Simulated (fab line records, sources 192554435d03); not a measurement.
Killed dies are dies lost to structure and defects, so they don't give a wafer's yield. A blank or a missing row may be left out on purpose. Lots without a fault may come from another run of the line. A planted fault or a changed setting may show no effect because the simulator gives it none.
Chamber matching | flow n5_finfet | N5_BEOL_M2_ILD_DEP_00 on pecvd-01: 3 sister chambers
The step deposits SiOC from DEMS/O2, target thk 79 nm, time 15.3 s. 18 wafers are shown with their chamber, then 9 later ones without.

WAFERS WITH THEIR CHAMBER
wafer  | chamber | showerhead_vpp_V (V) | throttle_valve_pct (%) | showerhead_plenum_p_Torr (Torr)
L076.3 | 2       | 1299                 | 11.3                   | 5.717
L076.4 | 0       | 1254                 | 11.9                   | 5.704
L076.6 | 2       | 1331                 | 11.4                   | 5.722
L074.1 | 0       | 1250                 | 11.8                   | 5.700
L074.3 | 2       | 1312                 | 11.3                   | 5.717
L074.5 | 1       | 1354                 | 11.4                   | 5.685
L080.2 | 1       | 1334                 | 11.5                   | 5.711
L080.3 | 2       | 1326                 | 11.2                   | 5.715
L080.6 | 0       | 1257                 | 11.9                   | 5.688
L089.2 | 0       | 1255                 | 11.8                   | 5.706
L089.5 | 1       | 1354                 | 11.7                   | 5.698
L089.6 | 2       | 1300                 | 11.4                   | 5.713
L090.2 | 1       | 1351                 | 11.8                   | 5.683
L090.3 | 2       | 1322                 | 11.5                   | 5.719
L090.5 | 1       | 1347                 | 11.5                   | 5.702
L093.2 | 0       | 1255                 | 12.0                   | 5.709
L093.3 | 2       | 1291                 | 11.5                   | 5.717
L093.6 | 0       | 1252                 | 11.7                   | 5.697

SIGNATURES (means of the wafers above)
reading                  | chamber 0 | chamber 1 | chamber 2 | scatter within a chamber
showerhead_vpp_V         | 1253.83   | 1348.00   | 1311.57   | 10.7
throttle_valve_pct       | 11.850    | 11.580    | 11.371    | 0.126
showerhead_plenum_p_Torr | 5.70067   | 5.69580   | 5.71714   | 0.00769
Rule: a wafer's distance from a chamber is the root of the sum, over the readings, of the square of ((its reading less the chamber's mean) divided by the reading's scatter). The wafer belongs to the nearest chamber; if the next one is less than 2 further off, it can't be placed. The scatter: the root of (the sum of the squares of (reading less its chamber's mean) over the shown wafers, divided by (wafers less chambers)).

WAFERS WITHOUT THEIR CHAMBER
wafer  | showerhead_vpp_V (V) | throttle_valve_pct (%) | showerhead_plenum_p_Torr (Torr)
L094.2 | 1318                 | 11.5                   | 5.708
L094.3 | 1270                 | 11.9                   | 5.698
L094.5 | 1256                 | 11.7                   | 5.701
L095.2 | 1269                 | 11.8                   | 5.686
L095.4 | 1366                 | 11.4                   | 5.683
L095.5 | 1263                 | 11.7                   | 5.704
L097.3 | 1337                 | 11.5                   | 5.710
L097.4 | 1266                 | 11.9                   | 5.708
L097.6 | 1349                 | 11.8                   | 5.698

WHICH CHAMBER EACH WENT THROUGH
wafer  | from the rows above     | in truth
L094.2 | can't be placed: 2 or 1 | 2
L094.3 | 0                       | 0
L094.5 | 0                       | 0
L095.2 | 0                       | 0
L095.4 | 1                       | 1
L095.5 | 0                       | 0
L097.3 | can't be placed: 1 or 2 | 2
L097.4 | 0                       | 0
L097.6 | 1                       | 1
Placed correctly: 7 of 9. Can't be placed from these rows: 2 (the true chamber is among the candidates in 2). Placed wrongly: 0.
